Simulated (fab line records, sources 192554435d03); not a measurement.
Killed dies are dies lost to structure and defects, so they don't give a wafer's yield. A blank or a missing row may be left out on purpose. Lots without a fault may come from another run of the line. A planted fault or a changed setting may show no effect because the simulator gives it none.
A struck lot beside a sound one | flow n5_finfet | 41 steps out of a route of 1938
Sound: wafers L741.1, L741.2, L741.5. Struck: wafers L749.1, L749.2, L749.5. The cause comes at the end.
At each step with rows: each side's tool, then ch and its chambers, then its first start. Under that, the readings that differ: sound wafers | struck wafers | difference of the means | sigmas: that difference in standard deviations of wafers without a fault.
alike: readings whose means differ by less than 2 such deviations, and words and numbers that are the same on both sides. not compared: withheld readings, readings that some wafer has no value for, bounds like >300 that may hide the same value, and numbers for which the record gives no deviation and whose values overlap.
The two part at a step that has a row with sigmas, a row that says differs or no value, or rows on one side only. Numbers that don't overlap but have no deviation are shown without sigmas and don't part them. A reading that every wafer of one side lacks parts them only if that side has two wafers or more.

first, 10 steps without rows for these wafers: N5_DUMMY_GATE_STRIP_40 (strips in CF4); N5_DUMMY_GATE_ETCH_31 (etches SiO2 in C4F6/O2, target depth 82.5 nm, time 27.5 s); N5_DUMMY_GATE_STRIP_41 (strips in O2); N5_DUMMY_GATE_HM_OPEN_21 (chemistry CH3F/O2, target SiNx, target depth 120 nm, time 171.4 s); N5_DUMMY_GATE_ETCH_32 (etches SiO2 in CF4, target depth 3.5 nm, time 3.9 s); N5_DUMMY_GATE_ETCH_23 (etches poly-Si in HBr/Cl2/O2, target depth 41 nm, time 22.3 s); N5_DUMMY_GATE_ETCH_44 (etches poly-Si in HBr/O2, stops on SiO2, target depth 127.5 nm); N5_DUMMY_GATE_ETCH_42 (etches SiO2 in CHF3/O2, target depth 3.5 nm, time 31 s); N5_DUMMY_GATE_STRIP_48 (strips in N2/H2, time 20 s); N5_DUMMY_GATE_PRECLEAN_33 (cleans in dHF, time 10 s).
N5_DUMMY_GATE_PRECLEAN_25: cleans in O3/DIW, time 45 s.
  sound on wet_bench-04 ch 0,1,3, day 3 20:14; struck on wet_bench-04 ch 2,3,4, day 5 14:08
then, 3 steps without rows for these wafers: N5_DUMMY_GATE_PRECLEAN_51 (cleans in SC2, time 45 s); N5_DUMMY_GATE_SRD_26 (time 30 s); N5_DUMMY_GATE_UV_OZONE_45 (time 120 s).
N5_DUMMY_GATE_INSPECT_27: inspects for defects (brightfield).
  sound on defect_inspect-02, day 3 20:20; struck on defect_inspect-02, day 5 14:14
  reading          | sound       | struck      | difference | sigmas
  raw_defect_count | 424 392 397 | 898 997 870 | +517       | +7
then, 3 steps without rows for these wafers: N5_SPACER0_ALD_07 (deposits SiNx, target thk 2 nm); N5_SPACER0_ALD_00 (deposits SiOCN, target thk 3.5 nm, pulse time 3 s, purge time 2 s); N5_SPACER0_ALD_08 (deposits SiNx, target thk 2 nm).
N5_SPACER0_INSPECT_04: inspects for defects (darkfield).
  sound on defect_inspect-02, day 3 21:32; struck on defect_inspect-01, day 5 14:50
  reading          | sound       | struck      | difference | sigmas
  raw_defect_count | 166 144 147 | 768 802 752 | +622       | +19
then, 8 steps without rows for these wafers: N5_SD_EPI_N_COAT_32 (time 60 s, resist thk 350 nm); N5_SD_EPI_N_COAT_33 (time 60 s, resist thk 35 nm); N5_SD_EPI_N_COAT_03 (resist thk 150 nm); N5_SD_EPI_N_EBR_05; N5_SD_EPI_N_SOFTBAKE_04 (time 60 s); N5_SD_EPI_N_EXPOSE_06 (exposes mask SD N BLK, target cd 120 nm); N5_SD_EPI_N_PEB_07 (peb time 60 s); N5_SD_EPI_N_DEVELOP_08 (develop time 30 s).
N5_SD_EPI_N_INSPECT_11: inspects for defects (macro).
  sound on defect_inspect-01, day 3 21:59; struck on defect_inspect-02, day 5 15:17
  reading          | sound | struck         | difference | sigmas
  raw_defect_count | 0 2 2 | >300 >300 >300 | differs    |
then, 10 steps without rows for these wafers: N5_SD_EPI_N_DESCUM_14 (chemistry O2, time 7.9 s); N5_SD_EPI_N_ETCH_34 (etches SiARC in CF4, target depth 45.5 nm, time 75.8 s); N5_SD_EPI_N_ETCH_35 (etches SOC in N2/H2, overetch 108 nm, time 486 s); N5_SD_EPI_N_STRIP_36 (strips in N2/H2); N5_SD_EPI_N_ETCHBACK_44 (etches SiNx in CH3F/O2, stops on SiO2, target depth 14.5 nm); N5_SD_EPI_N_ETCH_45 (etches SiOCN in CH3F/O2, target depth 6 nm); N5_SD_EPI_N_ETCH_16 (etches SiO2 in CHF3/O2, target depth 5 nm); N5_SD_EPI_N_STRIP_47 (strips in CHF3/O2); N5_SD_EPI_N_SD_RECESS_17 (chemistry HBr/Cl2/O2, target depth 41 nm, time 23.7 s, bt time 3 s); N5_SD_EPI_N_STRIP_38 (strips in N2/H2).
N5_SD_EPI_N_INSPECT_26: inspects for defects (darkfield).
  sound on defect_inspect-01, day 4 02:08; struck on defect_inspect-02, day 5 19:29
  reading          | sound       | struck      | difference | sigmas
  raw_defect_count | 272 205 202 | 810 871 781 | +594       | +16
-- the record jumps here: 5 days lie between the struck wafers' starts before and after (it left off in module SD_EPI_N and takes up again in module BEOL_M4, whose first step shown is number 1111 of the route) --
N5_BEOL_M4_RC_MEAS_101:
  sound on prober-01 ch 0, day 8 11:41; struck on prober-01 ch 0, day 10 14:25
  reading        | sound             | struck            | difference | sigmas
  DIBL_N (mV/V)  | 31.9 34.2 34.3    | 38.3 37.5 39.1    | +4.8       | +3
  DIBL_P (mV/V)  | 32.8 36.0 36.6    | 38.9 38.4 40.7    | +4.2       | +2
  IOFF_N (nA/um) | 0.102 0.132 0.145 | 0.210 0.208 0.229 | +0.089     | +3
  IOFF_P (nA/um) | 0.14 0.17 0.18    | 0.23 0.23 0.26    | +0.08      | +2
  ION_N (uA/um)  | 645 662 672       | 695 694 685       | +32        | +3
  SS_P (mV/dec)  | 71.8 73.2 73.0    | 74.2 73.6 74.2    | +1.3       | +2
  VT_N (mV)      | 257 254 251       | 244 244 247       | -9         | -3
  VT_P (mV)      | -260 -255 -257    | -247 -248 -248    | +10        | +3
  alike: ION_P, SS_N
-- the record jumps here: 4 days lie between the struck wafers' starts before and after (it left off in module BEOL_M4 and takes up again in module PASSIVATION, whose first step shown is number 1936 of the route) --
N5_PASSIVATION_PROBE_49:
  the record has rows for the struck wafers here (prober-02, day 14 19:35) and none for the sound ones

WHERE THEY PART
First at N5_DUMMY_GATE_INSPECT_27; last, within this record, at N5_PASSIVATION_PROBE_49.

WHY: what the simulator had put in
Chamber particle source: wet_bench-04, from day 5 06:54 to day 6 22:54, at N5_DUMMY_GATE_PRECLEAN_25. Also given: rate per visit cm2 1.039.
